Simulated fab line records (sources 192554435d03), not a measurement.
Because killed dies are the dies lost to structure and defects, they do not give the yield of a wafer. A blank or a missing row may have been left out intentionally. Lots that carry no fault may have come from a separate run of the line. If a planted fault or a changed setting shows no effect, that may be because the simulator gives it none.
Chamber matching | flow n5 finfet | rie diel-02 running N5_BEOL_M0_SAQP_STRIP_86: 4 sister chambers
The step strips in N2/H2. 4 wafers are shown with their chamber, then 7 later ones without.

== WAFERS PAIRED WITH THEIR CHAMBERS ==
wafer  | chamber | showerhead plenum p Torr (Torr)
L077.6 | 3       | 3.54
L086.4 | 1       | 3.19
L089.1 | 2       | 3.10
L089.3 | 0       | 3.37

== WAFERS WITH NO CHAMBER GIVEN ==
wafer  | showerhead plenum p Torr (Torr)
L089.4 | 3.18
L090.1 | 3.37
L090.4 | 3.18
L090.6 | 3.18
L094.1 | 3.36
L094.4 | 3.09
L094.6 | 3.09

== WHICH CHAMBER EACH ONE RAN IN ==
wafer  | from the rows above | in truth
L089.4 | 1                   | 1
L090.1 | 0                   | 0
L090.4 | 1                   | 1
L090.6 | 1                   | 1
L094.1 | 0                   | 0
L094.4 | 2                   | 2
L094.6 | 2                   | 2
Correct placement for 7 of the 7. From these rows, 0 cannot be placed. Placed wrongly: 0.
How it was worked out, from the rows above alone: a wafer's distance from a chamber is the root of the sum, over the readings, of the square of ((its reading less the chamber's mean) divided by the reading's scatter). If the next closest chamber is less than 2 further off than the closest, the wafer can't be placed; otherwise it belongs to the closest. Each chamber's mean is taken over the wafers shown for it. The scatter: root of mean squared gap, hidden wafer to nearest shown wafer, with one shown wafer a chamber.
